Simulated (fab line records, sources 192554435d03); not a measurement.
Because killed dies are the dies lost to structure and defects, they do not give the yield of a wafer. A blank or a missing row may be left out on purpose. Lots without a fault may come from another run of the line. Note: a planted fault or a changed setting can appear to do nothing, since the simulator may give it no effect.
Chamber matching :: flow n5Finfet :: 4 sister chambers for N5_HKMG_FIN_CMP_94 on cmp-01
The step polishes, stops on SiNx, t overpolish 4.7 s, target thk 43.299 nm. 22 wafers are shown with their chamber, then 11 later ones without.

EACH WAFER AND ITS CHAMBER
wafer: L074.2
chamber: 2
motorCurrentA (A): 11.3

wafer: L074.4
chamber: 3
motorCurrentA (A): 10.7

wafer: L074.5
chamber: 3
motorCurrentA (A): 10.4

wafer: L074.1
chamber: 1
motorCurrentA (A): 10.9

wafer: L074.3
chamber: 0
motorCurrentA (A): 12.6

wafer: L074.6
chamber: 2
motorCurrentA (A): 11.4

wafer: L079.1
chamber: 0
motorCurrentA (A): 11.7

wafer: L079.3
chamber: 1
motorCurrentA (A): 10.6

wafer: L079.5
chamber: 2
motorCurrentA (A): 11.8

wafer: L085.2
chamber: 2
motorCurrentA (A): 11.5

wafer: L085.5
chamber: 3
motorCurrentA (A): 11.0

wafer: L085.6
chamber: 2
motorCurrentA (A): 11.5

wafer: L087.2
chamber: 3
motorCurrentA (A): 11.5

wafer: L087.4
chamber: 2
motorCurrentA (A): 11.9

wafer: L087.6
chamber: 2
motorCurrentA (A): 11.7

wafer: L088.1
chamber: 0
motorCurrentA (A): 11.9

wafer: L088.5
chamber: 2
motorCurrentA (A): 11.0

wafer: L088.6
chamber: 1
motorCurrentA (A): 11.1

wafer: L090.1
chamber: 2
motorCurrentA (A): 11.3

wafer: L090.2
chamber: 0
motorCurrentA (A): 11.9

wafer: L090.6
chamber: 3
motorCurrentA (A): 11.4

wafer: L092.1
chamber: 0
motorCurrentA (A): 12.7

SIGNATURES, as means of the wafers listed above
reading: motorCurrentA
chamber 0: 12.160
chamber 1: 10.867
chamber 2: 11.489
chamber 3: 11.000
scatter within a chamber: 0.369
Rule: distance of a wafer from a chamber = root of the sum over the readings of ((wafer's reading minus chamber's mean) / reading's scatter) squared. If the next closest chamber is less than 2 further off than the closest, the wafer can't be placed; otherwise it belongs to the closest. How the scatter is found: for the shown wafers, subtract from each reading the mean of its chamber, square and add these, divide the total by (wafers less chambers), then take the root.

WAFERS WHOSE CHAMBER IS MISSING
wafer: L092.2
motorCurrentA (A): 10.6

wafer: L092.4
motorCurrentA (A): 11.2

wafer: L093.1
motorCurrentA (A): 10.8

wafer: L093.3
motorCurrentA (A): 11.3

wafer: L093.4
motorCurrentA (A): 10.9

wafer: L095.2
motorCurrentA (A): 12.4

wafer: L095.4
motorCurrentA (A): 10.5

wafer: L095.5
motorCurrentA (A): 10.0

wafer: L096.1
motorCurrentA (A): 13.0

wafer: L096.4
motorCurrentA (A): 12.2

wafer: L096.5
motorCurrentA (A): 11.6

CHAMBER TAKEN BY EACH
wafer: L092.2
from the rows above: can't be placed: 1 or 3 or 2
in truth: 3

wafer: L092.4
from the rows above: can't be placed: 3 or 2 or 1
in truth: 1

wafer: L093.1
from the rows above: can't be placed: 1 or 3 or 2
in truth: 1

wafer: L093.3
from the rows above: can't be placed: 2 or 3 or 1 or 0
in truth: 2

wafer: L093.4
from the rows above: can't be placed: 1 or 3 or 2
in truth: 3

wafer: L095.2
from the rows above: can't be placed: 0 or 2
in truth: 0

wafer: L095.4
from the rows above: can't be placed: 1 or 3 or 2
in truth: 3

wafer: L095.5
from the rows above: can't be placed: 1 or 3 or 2
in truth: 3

wafer: L096.1
from the rows above: can't be placed: 0 or 2
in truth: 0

wafer: L096.4
from the rows above: can't be placed: 0 or 2
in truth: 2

wafer: L096.5
from the rows above: can't be placed: 2 or 0 or 3 or 1
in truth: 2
Placed correctly: 0 of 11. Not placeable from these rows: 11 (in 11, the candidates include the true chamber). Number placed wrongly: 0.
